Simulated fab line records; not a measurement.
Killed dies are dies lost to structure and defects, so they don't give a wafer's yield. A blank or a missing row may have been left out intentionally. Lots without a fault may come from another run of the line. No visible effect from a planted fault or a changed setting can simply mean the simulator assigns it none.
One fault through the eyes of 3 desks / flow n5Finfet / every desk sees just its own numbers, and what lay behind them comes last

FROM THE METROLOGY DESK
What the gauges read for every lot (on any tool): the sampled wafers with a number, averaged. The brackets show how far a lot's mean lies from the usual mean; more than 4 standard deviations puts the lot out of limits, marked OUT. Readings shown: 7 of its 11, picked as those furthest out on some lot.
Columns: A = IOFF_N at N5_BEOL_M4_RC_MEAS_101, usual 0.15 nA/um; B = IOFF_P at N5_BEOL_M4_RC_MEAS_101, usual 0.19 nA/um; C = ION_N at N5_BEOL_M4_RC_MEAS_101, usual 677 uA/um; D = ION_P at N5_BEOL_M4_RC_MEAS_101, usual 462 uA/um; E = SS_P at N5_BEOL_M4_RC_MEAS_101, usual 72.9 mV/dec; F = VT_N at N5_BEOL_M4_RC_MEAS_101, usual 250 mV; G = cdNm at N5_PASSIVATION_CD_MEAS_30, usual 4000 nm
lot=L405; first seen here=day 8 15:54; A=0.13; B=0.19; C=678; D=473; E=72.6; F=251; G=3998
lot=L407; first seen here=day 9 06:27; A=0.13; B=0.17; C=680; D=463; E=72.1; F=251; G=4000
lot=L409; first seen here=day 9 12:27; A=0.12; B=0.16; C=664; D=458; E=72.7; F=254; G=3998
lot=L411; first seen here=day 10 10:59; A=0.16; B=0.19; C=692; D=470; E=72.8; F=247; G=3999
lot=L413; first seen here=day 10 14:34; A=0.15; B=0.18; C=676; D=460; E=72.8; F=250; G=4003
lot=L416; first seen here=day 11 18:29; A=0.17; B=0.23; C=691; D=474; E=72.3; F=247; G=4001
lot=L424; first seen here=day 13 15:20; A=0.15; B=0.17; C=678; D=454; E=73.5; F=251; G=3995
lot=L425; first seen here=day 13 15:49; A=0.23; B=0.26; C=706; D=479; E=74.0; F=244; G=4002
lot=L427; first seen here=day 14 14:02; A=0.19; B=0.23; C=700; D=473; E=73.5; F=245; G=4003
This desk found nothing out of limits on any of the 9 lots.

THE DEFECT DESK
Counts from the inspections along the route, per lot, as means over the sampled wafers that have a number. The brackets show how far a lot's mean lies from the usual mean; more than 4 standard deviations puts the lot out of limits, marked OUT.
Columns: A = rawDefectCount at N5_PASSIVATION_INSPECT_57, usual 2.2
lot=L405; first seen here=day 13 13:16; A=2.7
lot=L407; first seen here=day 13 20:13; A=4.7
lot=L409; first seen here=day 14 08:00; A=1.3
lot=L411; first seen here=day 15 00:58; A=2.7
lot=L413; first seen here=day 15 06:58; A=0.0
lot=L416; first seen here=day 16 12:07; A=4.0
lot=L424; first seen here=day 17 18:20; A=1.7
lot=L425; first seen here=day 17 23:35; A=3.0
lot=L427; first seen here=day 19 06:24; A=3.7
This desk found nothing out of limits on any of the 9 lots.

DESK OF THE TOOL OWNER: rieDiel-05
The tool's own readings at N5_BEOL_M10_VIA_ETCH_34 (etches SiCOH lowk in C4F6/O2, target depth 184.5 nm, time 69.2 s): means of the sampled wafers that have a number, for each lot that ran on this tool. The brackets show how far a lot's mean lies from the usual mean; more than 4 standard deviations puts the lot out of limits, marked OUT. Readings shown: 7 of its 8, picked as those furthest out on some lot.
Columns: A = chamberPressureMTorr at N5_BEOL_M10_VIA_ETCH_34, usual 29.998 mTorr; B = drypumpMotorCurrentA at N5_BEOL_M10_VIA_ETCH_34, usual 5.7 A; C = oes_f_703_au at N5_BEOL_M10_VIA_ETCH_34, usual 0.81 a.u.; D = oesProductAu at N5_BEOL_M10_VIA_ETCH_34, usual 0.81 a.u.; E = rfFwdPowerW at N5_BEOL_M10_VIA_ETCH_34, usual 341.4 W; F = showerheadPlenumPTorr at N5_BEOL_M10_VIA_ETCH_34, usual 2.88 Torr; G = throttleValvePct at N5_BEOL_M10_VIA_ETCH_34, usual 20.99 %
lot=L405; first seen here=day 10 22:26; A=29.999; B=5.8; C=0.79; D=0.79; E=341.9; F=2.79; G=20.86
lot=L407; first seen here=day 11 13:53; A=29.989; B=5.6; C=0.85; D=0.85; E=341.9; F=2.77; G=20.98
lot=L409; first seen here=day 11 19:33; A=29.984; B=5.6; C=0.81; D=0.82; E=341.7; F=2.82; G=20.85
lot=L411; first seen here=day 12 17:53; A=30.009; B=5.6; C=0.87; D=0.88; E=341.4; F=2.81; G=21.02
lot=L413; first seen here=day 13 04:41; A=30.000; B=5.8; C=0.81; D=0.70; E=340.9; F=2.77; G=20.93
lot=L416; first seen here=day 14 03:35; A=29.986; B=5.8; C=0.84; D=0.72; E=341.8; F=2.84; G=20.98
This desk found nothing out of limits on any of the 6 lots.

TAKEN TOGETHER
At the metrology desk, nothing out of limits was observed.
Nothing out of limits was seen by the defect desk.
The desk of the tool owner found nothing out of limits.

WHAT THE SIMULATOR HAD PUT IN
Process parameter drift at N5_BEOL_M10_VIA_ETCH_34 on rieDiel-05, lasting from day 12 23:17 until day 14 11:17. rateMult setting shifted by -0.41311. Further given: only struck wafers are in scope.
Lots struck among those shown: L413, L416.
